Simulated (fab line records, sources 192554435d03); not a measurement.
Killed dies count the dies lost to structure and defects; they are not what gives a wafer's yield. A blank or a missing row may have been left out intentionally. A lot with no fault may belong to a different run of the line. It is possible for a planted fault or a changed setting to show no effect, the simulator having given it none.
Which tool is to blame?    flow n5Finfet    Sampling: 24 lots, 72 wafers, 6 of 1938 route steps

== WHAT THE GAUGES SHOWED, per wafer ==
N5_BEOL_M15_THK_MEAS_50: measures by xrf. Usual: for M15_THK the level is 855 nm and the standard deviation is 14.
lot   measured      on            M15_THK (nm)  flag
L074  day 13 00:49  filmMetro-01  879 853 856   
L075  day 13 14:12  filmMetro-02  844 824 815   
L077  day 13 15:48  filmMetro-02  858 841 843   
L076  day 13 16:25  filmMetro-02  836 856 858   
L078  day 13 17:03  filmMetro-01  865 860 864   
L080  day 13 18:21  filmMetro-01  862 847 855   
L081  day 14 05:40  filmMetro-01  860 836 858   
L079  day 14 20:17  filmMetro-02  858 844 851   
L082  day 14 21:02  filmMetro-01  863 871 860   
L083  day 14 21:18  filmMetro-01  872 860 867   
L084  day 15 07:05  filmMetro-01  862 851 857   
L087  day 15 07:43  filmMetro-01  847 846 840   
L085  day 16 00:08  filmMetro-01  862 855 873   
L088  day 16 03:35  filmMetro-01  849 853 820   
L089  day 16 07:46  filmMetro-02  853 864 865   
L086  day 16 11:50  filmMetro-01  838 848 843   
L091  day 16 12:10  filmMetro-02  845 870 869   
L092  day 17 09:01  filmMetro-01  860 840 870   
L090  day 17 11:23  filmMetro-02  875 869 846   
L093  day 17 17:36  filmMetro-01  855 841 839   
L095  day 17 18:28  filmMetro-01  869 855 852   
L094  day 18 15:10  filmMetro-02  826 845 845   
L096  day 19 06:58  filmMetro-01  835 848 868   
L097  day 19 15:37  filmMetro-02  871 864 866   

N5_PASSIVATION_CD_MEAS_10: the cd target is 3000 nm. Usual: cdNm reads 2999.7 nm (standard deviation 1.7).
lot   measured      on        cdNm (nm)             flag
L074  day 13 07:40  cdSem-03  2999.6 3001.6 2999.7  
L075  day 13 20:23  cdSem-03  3001.4 2999.2 3000.1  
L077  day 13 23:21  cdSem-01  3001.1 3002.5 3000.7  
L076  day 14 00:00  cdSem-03  3003.6 3000.9 3000.5  
L078  day 14 00:14  cdSem-01  2999.1 2999.9 2999.6  
L080  day 14 02:35  cdSem-03  2999.8 2999.0 2998.0  
L081  day 14 13:40  cdSem-03  2999.2 2997.4 2999.0  
L079  day 15 04:47  cdSem-01  2998.8 3002.6 3002.0  
L082  day 15 05:00  cdSem-02  2998.0 2998.9 2998.8  
L083  day 15 04:37  cdSem-01  3003.3 3000.7 3003.3  
L084  day 15 17:30  cdSem-02  3002.2 3003.2 3000.8  
L087  day 15 12:53  cdSem-01  3000.5 3001.8 3000.1  
L085  day 16 09:35  cdSem-02  2996.9 2999.2 3000.2  
L088  day 16 09:58  cdSem-02  3002.7 3000.7 3000.8  
L089  day 16 16:32  cdSem-01  3000.1 3000.8 3000.4  
L086  day 16 19:25  cdSem-03  2999.6 2997.9 3001.5  
L091  day 16 22:21  cdSem-01  3000.8 2998.9 3000.3  
L092  day 17 15:25  cdSem-03  2999.1 2999.0 2997.5  
L090  day 17 22:31  cdSem-01  2997.3 2998.6 2997.8  
L093  day 18 00:07  cdSem-02  2997.0 2998.9 3001.0  
L095  day 18 04:52  cdSem-03  2999.8 2999.4 2997.6  
L094  day 19 01:28  cdSem-02  3000.4 2998.5 2997.6  
L096  day 19 17:59  cdSem-01  2997.9 2998.8 2998.7  
L097  day 20 00:25  cdSem-01  2997.8 2997.5 2999.7  

== EACH LOT AND THE TOOL THAT RAN IT (in order: tool; ch and the chambers of the sampled wafers; start) ==
lot   N5_BEOL_M15_DEP_53               N5_MIM_TOP_ETCH_PECVD_03         N5_MIM_BOT_ETCH_ETCH_03           N5_PASSIVATION_PECVD_01
L074  pecvd-04 ch 0,1,2, day 13 00:53  pecvd-04 ch 0,1,2, day 13 05:13  rieMetal-01 ch 0,1, day 13 05:56  pecvd-04 ch 0,1,2, day 13 06:43
L075  pecvd-02 ch 1,2, day 13 14:16    pecvd-02 ch 0,2, day 13 18:25    rieMetal-02 ch 0,1, day 13 19:01  pecvd-03 ch 1,2, day 13 19:53
L077  pecvd-01 ch 0,1,2, day 13 15:52  pecvd-03 ch 0,1,2, day 13 20:36  rieMetal-03 ch 0,1, day 13 21:20  pecvd-01 ch 0,2, day 13 22:10
L076  pecvd-01 ch 1,2, day 13 16:29    pecvd-03 ch 0,1,2, day 13 21:52  rieMetal-02 ch 0,1, day 13 22:35  pecvd-04 ch 0,1, day 13 23:21
L078  pecvd-04 ch 1,2, day 13 17:07    pecvd-03 ch 1,2, day 13 22:16    rieMetal-03 ch 0,1, day 13 22:52  pecvd-03 ch 1,2, day 13 23:38
L080  pecvd-04 ch 1,2, day 13 18:25    pecvd-02 ch 0,2, day 14 00:32    rieMetal-02 ch 0,1, day 14 01:08  pecvd-03 ch 0,2, day 14 01:56
L081  pecvd-01 ch 0,2, day 14 05:45    pecvd-03 ch 0,1,2, day 14 11:36  rieMetal-02 ch 0,1, day 14 12:12  pecvd-04 ch 1,2, day 14 12:58
L079  pecvd-04 ch 1,2, day 14 20:21    pecvd-03 ch 0,1, day 15 00:47    rieMetal-03 ch 1, day 15 01:28    pecvd-01 ch 0,1,2, day 15 02:14
L082  pecvd-04 ch 1,2, day 14 21:06    pecvd-03 ch 0,1, day 15 01:14    rieMetal-01 ch 0,1, day 15 02:00  pecvd-03 ch 0,1, day 15 02:46
L083  pecvd-04 ch 1,2, day 14 21:23    pecvd-02 ch 1,2, day 15 01:13    rieMetal-02 ch 0,1, day 15 01:49  pecvd-04 ch 1, day 15 02:35
L084  pecvd-01 ch 0,1,2, day 15 07:08  pecvd-03 ch 1,2, day 15 13:14    rieMetal-01 ch 0,1, day 15 13:52  pecvd-01 ch 0,1, day 15 14:35
L087  pecvd-04 ch 1,2, day 15 07:47    pecvd-04 ch 1,2, day 15 10:37    rieMetal-02 ch 0,1, day 15 11:22  pecvd-04 ch 0,2, day 15 12:11
L085  pecvd-01 ch 0,1,2, day 16 00:12  pecvd-04 ch 0,1,2, day 16 04:13  rieMetal-02 ch 0,1, day 16 04:50  pecvd-04 ch 0,1, day 16 05:37
L088  pecvd-01 ch 0,1, day 16 03:39    pecvd-03 ch 0,1,2, day 16 07:16  rieMetal-03 ch 0,1, day 16 08:02  pecvd-03 ch 0,2, day 16 08:50
L089  pecvd-04 ch 0, day 16 07:51      pecvd-03 ch 0,1,2, day 16 12:04  rieMetal-03 ch 1, day 16 12:47    pecvd-01 ch 1,2, day 16 13:41
L086  pecvd-04 ch 0,2, day 16 11:55    pecvd-02 ch 0,1,2, day 16 15:56  rieMetal-01 ch 0,1, day 16 16:41  pecvd-04 ch 0,2, day 16 17:27
L091  pecvd-04 ch 0,1,2, day 16 12:14  pecvd-02 ch 0,1,2, day 16 17:54  rieMetal-03 ch 0,1, day 16 18:46  pecvd-03 ch 0,1,2, day 16 19:32
L092  pecvd-02 ch 0,2, day 17 09:05    pecvd-04 ch 1,2, day 17 12:34    rieMetal-01 ch 0,1, day 17 13:10  pecvd-04 ch 1,2, day 17 13:56
L090  pecvd-02 ch 0,2, day 17 11:28    pecvd-04 ch 0,2, day 17 17:37    rieMetal-01 ch 0,1, day 17 18:13  pecvd-01 ch 0,2, day 17 18:58
L093  pecvd-01 ch 0,1,2, day 17 17:40  pecvd-02 ch 0,2, day 17 21:31    rieMetal-03 ch 1, day 17 22:17    pecvd-03 ch 0,2, day 17 23:31
L095  pecvd-04 ch 0,2, day 17 18:32    pecvd-04 ch 0,1,2, day 17 23:28  rieMetal-01 ch 0,1, day 18 00:16  pecvd-01 ch 0,1, day 18 01:02
L094  pecvd-04 ch 1,2, day 18 15:13    pecvd-02 ch 1,2, day 18 18:43    rieMetal-03 ch 0, day 18 19:18    pecvd-04 ch 1,2, day 18 20:16
L096  pecvd-04 ch 0,2, day 19 07:02    pecvd-04 ch 1,2, day 19 13:04    rieMetal-03 ch 0,1, day 19 13:49  pecvd-04 ch 0,2, day 19 14:46
L097  pecvd-04 ch 0,1,2, day 19 15:41  pecvd-04 ch 1,2, day 19 20:32    rieMetal-03 ch 0,1, day 19 21:18  pecvd-04 ch 1,2, day 19 22:25
- N5_BEOL_M15_DEP_53: deposits SiCN from 3MS/NH3, target thk 50 nm, time 17.8 s.
- N5_MIM_TOP_ETCH_PECVD_03: deposits SiNx from SiH4/NH3/N2, target thk 20 nm, time 17.6 s.
- N5_MIM_BOT_ETCH_ETCH_03: etches the open film in Cl2/BCl3, target depth 12 nm.
- N5_PASSIVATION_PECVD_01: deposits SiNx from SiH4/NH3/N2, target thk 200 nm, time 43.2 s.

== AS READ BY THE TOOLS THEMSELVES (means over the sampled wafers that have a number; for cases with no such wafer, the mark the record gives instead) ==
N5_BEOL_M15_DEP_53. Usual: showerheadPlenumPTorr 4.157 Torr, standard deviation 0.013; throttleValvePct 17.6 %, standard deviation 0.77.
lot   tool      showerheadPlenumPTorr (Torr)  throttleValvePct (%)  flag
L074  pecvd-04  4.155                         17.4                  
L075  pecvd-02  4.157                         19.1                  
L077  pecvd-01  4.156                         17.4                  
L076  pecvd-01  4.154                         16.9                  
L078  pecvd-04  4.151                         17.2                  
L080  pecvd-04  4.158                         17.3                  
L081  pecvd-01  4.165                         17.1                  
L079  pecvd-04  4.154                         18.0                  
L082  pecvd-04  4.163                         17.9                  
L083  pecvd-04  4.158                         17.9                  
L084  pecvd-01  4.150                         17.4                  
L087  pecvd-04  4.157                         17.2                  
L085  pecvd-01  4.156                         17.5                  
L088  pecvd-01  4.157                         17.9                  
L089  pecvd-04  4.155                         17.3                  
L086  pecvd-04  4.150                         17.0                  
L091  pecvd-04  4.151                         17.7                  
L092  pecvd-02  4.168                         17.9                  
L090  pecvd-02  4.157                         18.1                  
L093  pecvd-01  4.156                         17.4                  
L095  pecvd-04  4.156                         17.2                  
L094  pecvd-04  4.164                         17.7                  
L096  pecvd-04  4.147                         17.2                  
L097  pecvd-04  4.156                         17.6                  

N5_MIM_TOP_ETCH_PECVD_03. Usual: heaterPowerOuterW 437 W, standard deviation 76; heaterPowerW 745 W, standard deviation 100; showerheadPlenumPTorr 5.12 Torr, standard deviation 0.063; susceptorTempC 399.99 C, standard deviation 0.2; throttleValvePct 38.9 %, standard deviation 1.9.
lot   tool      heaterPowerOuterW (W)  heaterPowerW (W)  showerheadPlenumPTorr (Torr)  susceptorTempC (C)  throttleValvePct (%)  flag
L074  pecvd-04  482                    805               5.13                          400.06              38.6                  
L075  pecvd-02  492                    857               5.18                          399.91              39.9                  
L077  pecvd-03  396                    693               5.08                          399.97              37.7                  
L076  pecvd-03  371                    661               5.07                          400.23              37.7                  
L078  pecvd-03  455                    785               5.03                          399.94              36.4                  
L080  pecvd-02  450                    780               5.14                          400.23              39.7                  
L081  pecvd-03  379                    669               5.07                          399.99              37.5                  
L079  pecvd-03  328                    596               5.12                          399.97              39.0                  
L082  pecvd-03  340                    605               5.12                          399.89              39.0                  
L083  pecvd-02  486                    774               5.10                          400.12              40.8                  
L084  pecvd-03  451                    788               5.04                          399.91              36.4                  
L087  pecvd-04  480                    796               5.13                          399.94              39.5                  
L085  pecvd-04  470                    779               5.14                          399.91              38.7                  
L088  pecvd-03  380                    669               5.08                          400.19              37.5                  
L089  pecvd-03  372                    661               5.08                          399.96              37.7                  
L086  pecvd-02  459                    788               5.15                          399.90              41.0                  
L091  pecvd-02  438                    733               5.16                          400.06              41.1                  
L092  pecvd-04  510                    838               5.12                          400.02              38.5                  
L090  pecvd-04  535                    862               5.12                          399.75              37.8                  
L093  pecvd-02  420                    773               5.18                          400.30              39.9                  
L095  pecvd-04  472                    753               5.14                          400.07              38.9                  
L094  pecvd-02  444                    725               5.11                          400.11              39.4                  
L096  pecvd-04  523                    837               5.13                          399.82              38.5                  
L097  pecvd-04  449                    752               5.14                          399.93              39.5                  

N5_MIM_BOT_ETCH_ETCH_03. Usual: drypumpMotorCurrentA 5.5 A, standard deviation 0.44; oesProductAu 0.77 a.u., standard deviation 0.084; throttleValvePct 27.61 %, standard deviation 0.11.
lot   tool         drypumpMotorCurrentA (A)  oesProductAu (a.u.)  throttleValvePct (%)  flag
L074  rieMetal-01  6.1                       0.76                 27.73                 
L075  rieMetal-02  5.5                       0.82                 27.49                 
L077  rieMetal-03  5.4                       0.73                 27.59                 
L076  rieMetal-02  5.5                       0.76                 27.53                 
L078  rieMetal-03  5.2                       0.70                 27.65                 
L080  rieMetal-02  5.5                       0.77                 27.53                 
L081  rieMetal-02  5.5                       0.81                 27.50                 
L079  rieMetal-03  5.5                       0.75                 27.55                 
L082  rieMetal-01  5.8                       0.80                 27.68                 
L083  rieMetal-02  5.5                       0.76                 27.53                 
L084  rieMetal-01  6.1                       0.74                 27.74                 
L087  rieMetal-02  5.5                       0.76                 27.53                 
L085  rieMetal-02  5.5                       0.76                 27.54                 
L088  rieMetal-03  5.3                       0.71                 27.60                 
L089  rieMetal-03  5.5                       0.75                 27.54                 
L086  rieMetal-01  6.1                       0.74                 27.73                 
L091  rieMetal-03  5.2                       0.68                 27.66                 
L092  rieMetal-01  6.2                       0.73                 27.74                 
L090  rieMetal-01  6.2                       0.73                 27.75                 
L093  rieMetal-03  5.5                       0.74                 27.54                 
L095  rieMetal-01  6.1                       0.73                 27.74                 
L094  rieMetal-03  5.0                       0.97                 27.62                 
L096  rieMetal-03  5.2                       0.88                 27.59                 
L097  rieMetal-03  5.3                       0.80                 27.58                 

N5_PASSIVATION_PECVD_01. Usual: heaterPowerOuterW 150 W, standard deviation 75; heaterPowerW 357 W, standard deviation 110; showerheadPlenumPTorr 8.65 Torr, standard deviation 0.056; susceptorTempC 400.02 C, standard deviation 0.2; throttleValvePct 28.0 %, standard deviation 1.3.
lot   tool      heaterPowerOuterW (W)  heaterPowerW (W)  showerheadPlenumPTorr (Torr)  susceptorTempC (C)  throttleValvePct (%)  flag
L074  pecvd-04  173                    382               8.67                          400.04              28.2                  
L075  pecvd-03  184                    420               8.62                          400.21              27.4                  
L077  pecvd-01  227                    469               8.70                          400.14              27.7                  
L076  pecvd-04  123                    319               8.68                          399.82              29.0                  
L078  pecvd-03  183                    421               8.56                          399.95              26.6                  
L080  pecvd-03  94                     292               8.54                          400.01              26.7                  
L081  pecvd-04  219                    440               8.66                          399.87              27.8                  
L079  pecvd-01  145                    344               8.65                          399.78              28.3                  
L082  pecvd-03  79                     271               8.67                          400.10              28.3                  
L083  pecvd-04  145                    348               8.68                          400.02              29.6                  
L084  pecvd-01  164                    366               8.64                          400.03              29.5                  
L087  pecvd-04  182                    389               8.65                          400.08              27.4                  
L085  pecvd-04  125                    320               8.67                          400.11              28.6                  
L088  pecvd-03  133                    338               8.55                          400.09              26.7                  
L089  pecvd-01  171                    362               8.64                          400.11              28.7                  
L086  pecvd-04  199                    409               8.65                          400.18              27.6                  
L091  pecvd-03  113                    320               8.62                          400.21              27.6                  
L092  pecvd-04  224                    447               8.66                          399.99              28.3                  
L090  pecvd-01  184                    416               8.71                          400.02              27.6                  
L093  pecvd-03  36                     209               8.61                          399.94              27.8                  
L095  pecvd-01  187                    400               8.64                          399.98              29.5                  
L094  pecvd-04  165                    372               8.68                          400.12              28.9                  
L096  pecvd-04  116                    306               8.66                          400.18              27.9                  
L097  pecvd-04  188                    404               8.66                          399.84              28.3                  

== THE ANSWER, worked out from the rows above alone ==
Rule: a lot counts as off when the mean over its wafers that have a number is more than 3 standard deviations away from the usual mean. Also off: a lot with no number at a reading for which 4 or more lots have one. Any other lot the step has rows for is counted as sound. Order of review: gauges by route order, followed by the tools' own readings, for which a lot's mean as printed above is used. The first step at which some lot is off is used, and at that step the reading that is off furthest; a lot without a number counts as furthest.
None of the lots is off at any reading shown; this tells nothing.

== WHAT WAS PUT IN BY THE SIMULATOR ==
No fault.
